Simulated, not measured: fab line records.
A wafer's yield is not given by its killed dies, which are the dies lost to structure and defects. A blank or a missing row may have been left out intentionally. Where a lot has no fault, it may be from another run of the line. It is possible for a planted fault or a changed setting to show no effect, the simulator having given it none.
Matching of chambers + flow n5_finfet + rie_diel-04 running N5_MOL_CONTACT_COAG_ETCH_105: 4 sister chambers
The step etches SiARC in CF4, target depth 15.6 nm, time 26 s. 20 wafers are shown with their chamber, then 10 later ones without.

WAFERS WITH THEIR CHAMBER
| wafer  | chamber | drypump_motor_current_A (A) | throttle_valve_pct (%) | showerhead_plenum_p_Torr (Torr) |
|--------|---------|-----------------------------|------------------------|---------------------------------|
| L075.1 | 2       | 5.7                         | 15.45                  | 2.18                            |
| L075.4 | 0       | 5.1                         | 15.85                  | 2.11                            |
| L075.5 | 1       | 6.3                         | 15.47                  | 2.19                            |
| L076.2 | 0       | 5.1                         | 15.86                  | 2.11                            |
| L076.5 | 3       | 5.7                         | 15.66                  | 2.20                            |
| L076.6 | 2       | 5.7                         | 15.45                  | 2.18                            |
| L078.1 | 0       | 5.2                         | 15.86                  | 2.11                            |
| L078.4 | 3       | 5.7                         | 15.67                  | 2.19                            |
| L078.6 | 2       | 5.7                         | 15.45                  | 2.18                            |
| L079.2 | 0       | 5.1                         | 15.87                  | 2.11                            |
| L079.3 | 2       | 5.7                         | 15.44                  | 2.18                            |
| L079.4 | 3       | 5.7                         | 15.68                  | 2.19                            |
| L084.1 | 3       | 5.6                         | 15.71                  | 2.19                            |
| L084.3 | 2       | 5.7                         | 15.48                  | 2.17                            |
| L084.5 | 2       | 5.7                         | 15.47                  | 2.17                            |
| L085.2 | 2       | 5.7                         | 15.49                  | 2.17                            |
| L085.3 | 1       | 6.3                         | 15.51                  | 2.18                            |
| L085.6 | 1       | 6.3                         | 15.49                  | 2.18                            |
| L087.1 | 0       | 5.1                         | 15.90                  | 2.10                            |
| L087.2 | 1       | 6.3                         | 15.50                  | 2.18                            |

SIGNATURES (averages over the wafers above)
| reading                  | chamber 0 | chamber 1 | chamber 2 | chamber 3 | scatter within a chamber |
|--------------------------|-----------|-----------|-----------|-----------|--------------------------|
| drypump_motor_current_A  | 5.120     | 6.300     | 5.700     | 5.675     | 0.0311                   |
| throttle_valve_pct       | 15.8680   | 15.4925   | 15.4614   | 15.6800   | 0.0191                   |
| showerhead_plenum_p_Torr | 2.1080    | 2.1825    | 2.1757    | 2.1925    | 0.00501                  |
Rule: a wafer's distance from a chamber is the root of the sum, over the readings, of the square of ((its reading less the chamber's mean) divided by the reading's scatter). The wafer belongs to the nearest chamber; if the next one is less than 2 further off, it can't be placed. How the scatter is found: for the shown wafers, subtract from each reading the mean of its chamber, square and add these, divide the total by (wafers less chambers), then take the root.

WAFERS WHOSE CHAMBER IS MISSING
| wafer  | drypump_motor_current_A (A) | throttle_valve_pct (%) | showerhead_plenum_p_Torr (Torr) |
|--------|-----------------------------|------------------------|---------------------------------|
| L087.6 | 5.1                         | 15.92                  | 2.10                            |
| L089.1 | 5.7                         | 15.50                  | 2.17                            |
| L089.2 | 5.6                         | 15.72                  | 2.19                            |
| L089.5 | 6.3                         | 15.51                  | 2.18                            |
| L091.3 | 5.1                         | 15.93                  | 2.10                            |
| L091.4 | 6.2                         | 15.53                  | 2.17                            |
| L091.6 | 5.1                         | 15.92                  | 2.10                            |
| L092.3 | 5.1                         | 15.93                  | 2.10                            |
| L092.5 | 5.7                         | 15.49                  | 2.17                            |
| L092.6 | 5.6                         | 15.73                  | 2.18                            |

WHICH CHAMBER EACH WENT THROUGH
| wafer  | from the rows above | in truth |
|--------|---------------------|----------|
| L087.6 | 0                   | 0        |
| L089.1 | 2                   | 2        |
| L089.2 | 3                   | 3        |
| L089.5 | 1                   | 1        |
| L091.3 | 0                   | 0        |
| L091.4 | 1                   | 1        |
| L091.6 | 0                   | 0        |
| L092.3 | 0                   | 0        |
| L092.5 | 2                   | 2        |
| L092.6 | 3                   | 3        |
10 of 10 placed correctly. Can't be placed from these rows: 0. 0 placed wrongly.
